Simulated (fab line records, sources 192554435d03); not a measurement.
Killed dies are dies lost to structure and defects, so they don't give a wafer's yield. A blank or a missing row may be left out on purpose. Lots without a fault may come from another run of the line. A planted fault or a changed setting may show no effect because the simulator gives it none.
A struck lot beside a sound one | flow n5_finfet | 16 steps out of a route of 1938
Sound: wafers L207.1, L207.4, L207.6. Struck: wafers L218.2, L218.3, L218.5. The cause comes at the end.
At each step with rows: each side's tool, then ch and its chambers, then its first start. Under that, the readings that differ: sound wafers | struck wafers | difference of the means | sigmas: that difference in standard deviations of wafers without a fault.
alike: readings whose means differ by less than 2 such deviations, and words and numbers that are the same on both sides. not compared: withheld readings, readings that some wafer has no value for, bounds like >300 that may hide the same value, and numbers for which the record gives no deviation and whose values overlap.
The two part at a step that has a row with sigmas, a row that says differs or no value, or rows on one side only. Numbers that don't overlap but have no deviation are shown without sigmas and don't part them. A reading that every wafer of one side lacks parts them only if that side has two wafers or more.

N5_BEOL_M3_ANNEAL_95: time 240 s.
  sound on pvd_sputter-03, day 8 09:22; struck on pvd_sputter-01, day 11 00:19
  alike: heater_power_w
N5_BEOL_M3_SPUTTER_96: material Cu, target thk 4.5 nm, time 8.29 s.
  sound on pvd_sputter-03, day 8 09:30; struck on pvd_sputter-01, day 11 00:27
  alike: chuck_gas_flow_sccm, throttle_valve_pct
then, 1 step without rows for these wafers: N5_BEOL_M3_ECD_50 (material Cu, target thk 300 nm).
N5_BEOL_M3_ANNEAL_51: time 90 s.
  sound on rtp_anneal-01 ch 0, day 8 09:42; struck on rtp_anneal-02 ch 0, day 11 00:41
  reading          | sound             | struck            | difference | sigmas
  wafer_temp_C_max | 227.4 226.8 226.5 | 225.3 225.7 225.3 | -1.5       | -2
then, 1 step without rows for these wafers: N5_BEOL_M3_CMP_52 (polishes, stops on SiOC, t overpolish 6.8 s, target thk 40 nm).
N5_BEOL_M3_THK_MEAS_53: measures by xrf.
  sound on film_metro-02, day 8 10:17; struck on film_metro-02, day 11 01:15
  alike: M3_THK
N5_BEOL_M3_PRE_CLEAN_60: time 15 s.
  sound on cvd_co-02 ch 0,1, day 8 10:20; struck on cvd_co-02 ch 0,1,2, day 11 01:17
  alike: heater_power_w
N5_BEOL_M3_CO_CAP_55: material Co, precursor CCTBA/H2, target thk 2 nm, time 102.1 s.
  sound on cvd_co-02 ch 0,1, day 8 10:22; struck on cvd_co-02 ch 0,1,2, day 11 01:20
  alike: heater_power_w
then, 2 steps without rows for these wafers: N5_BEOL_M3_PRE_CLEAN_56 (time 15 s); N5_BEOL_M3_DEP_57 (deposits SiCN from 3MS/NH3, target thk 8 nm, time 14 s).
N5_BEOL_M3_RS_MEAS_58: measures by four-point-probe.
  sound on film_metro-02, day 8 10:33; struck on film_metro-01, day 11 01:31
  alike: M3_RS
N5_BEOL_M3_INSPECT_59: inspects for defects (darkfield).
  sound on defect_inspect-01, day 8 10:35; struck on defect_inspect-02, day 11 01:32
  alike: raw_defect_count
N5_BEOL_M4_ILD_DEP_00: deposits SiOC from DEMS/O2, target thk 79 nm, time 15.3 s.
  sound on pecvd-02 ch 0,1, day 8 10:37; struck on pecvd-04 ch 0,1, day 11 01:35
  reading              | sound                | struck               | difference | sigmas
  susceptor_temp_C (C) | 350.02 350.02 349.59 | 345.78 346.01 345.78 | -4.02      | -17
  alike: heater_power_w, showerhead_plenum_p_Torr, throttle_valve_pct
N5_BEOL_M4_THK_MEAS_01:
  sound on film_metro-02, day 8 10:41; struck on film_metro-01, day 11 01:38
  alike: M4_ILD_THK
N5_BEOL_M4_RC_MEAS_101:
  sound on prober-01 ch 0, day 8 21:05; struck on prober-01 ch 0, day 11 11:48
  alike: DIBL_N, DIBL_P, IOFF_N, IOFF_P, ION_N, ION_P, SS_N, SS_P, VT_N, VT_P
N5_PASSIVATION_PROBE_49:
  the record has rows for the sound wafers here (prober-02, day 13 03:52) and none for the struck ones

WHERE THEY PART
First at N5_BEOL_M3_ANNEAL_51; last, within this record, at N5_PASSIVATION_PROBE_49.

WHY: what the simulator had put in
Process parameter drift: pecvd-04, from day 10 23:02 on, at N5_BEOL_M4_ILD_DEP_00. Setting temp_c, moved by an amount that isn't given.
